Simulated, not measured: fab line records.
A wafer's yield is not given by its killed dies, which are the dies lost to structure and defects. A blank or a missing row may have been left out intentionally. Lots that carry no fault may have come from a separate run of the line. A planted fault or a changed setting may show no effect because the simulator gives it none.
Chamber matching ; flow n5-finfet ; 4 sister chambers for N5_BEOL_M2_VIA_ETCH_34 on rie-diel-04
The step etches the open film in C4F6/O2, target depth 69.4 nm, time 65.9 s. 27 wafers are shown with their chamber, then 12 later ones without.

WAFERS, EACH WITH ITS CHAMBER
wafer;chamber;rf-vpp-V (V);drypump-motor-current-A (A);showerhead-plenum-p-Torr (Torr)
L075.1;0;691;6.2;2.89
L075.5;2;639;5.5;2.94
L075.6;1;686;5.4;2.83
L076.3;3;671;6.2;2.79
L076.4;2;639;5.5;2.94
L076.6;1;685;5.4;2.83
L077.3;1;686;5.4;2.82
L077.4;2;640;5.5;2.94
L077.6;0;692;6.2;2.88
L079.2;1;687;5.5;2.82
L079.4;2;638;5.5;2.94
L079.6;0;692;6.2;2.88
L080.4;1;686;5.4;2.82
L080.5;0;691;6.2;2.88
L080.6;3;670;6.1;2.79
L082.1;2;639;5.5;2.93
L082.3;3;672;6.2;2.79
L082.5;0;692;6.2;2.88
L084.3;0;693;6.2;2.88
L084.4;2;639;5.5;2.93
L084.5;3;673;6.2;2.79
L088.2;2;640;5.5;2.93
L088.4;3;671;6.2;2.78
L088.6;1;685;5.4;2.82
L086.2;1;685;5.5;2.82
L086.5;3;672;6.2;2.78
L086.6;0;691;6.2;2.87

SIGNATURES (averages over the wafers above)
reading;chamber 0;chamber 1;chamber 2;chamber 3;scatter within a chamber
rf-vpp-V;691.71;685.71;639.14;671.50;0.813
drypump-motor-current-A;6.200;5.429;5.500;6.183;0.0314
showerhead-plenum-p-Torr;2.8800;2.8229;2.9357;2.7867;0.00531
Rule: a wafer's distance from a chamber is the root of the sum, over the readings, of the square of ((its reading less the chamber's mean) divided by the reading's scatter). If the next closest chamber is less than 2 further off than the closest, the wafer can't be placed; otherwise it belongs to the closest. The scatter: the root of (the sum of the squares of (reading less its chamber's mean) over the shown wafers, divided by (wafers less chambers)).

WAFERS WHOSE CHAMBER IS MISSING
wafer;rf-vpp-V (V);drypump-motor-current-A (A);showerhead-plenum-p-Torr (Torr)
L087.1;638;5.4;2.93
L087.4;671;6.2;2.78
L087.5;691;6.2;2.87
L089.2;684;5.4;2.82
L089.4;691;6.2;2.87
L089.6;691;6.2;2.87
L093.2;686;5.4;2.81
L093.4;639;5.5;2.92
L093.5;685;5.4;2.81
L097.1;684;5.4;2.81
L097.2;671;6.2;2.77
L097.6;684;5.4;2.81

EACH ONE'S CHAMBER
wafer;from the rows above;in truth
L087.1;2;2
L087.4;3;3
L087.5;0;0
L089.2;1;1
L089.4;0;0
L089.6;0;0
L093.2;1;1
L093.4;2;2
L093.5;1;1
L097.1;1;1
L097.2;3;3
L097.6;1;1
Placed correctly: 12 of 12. Number that these rows cannot place: 0. 0 placed wrongly.
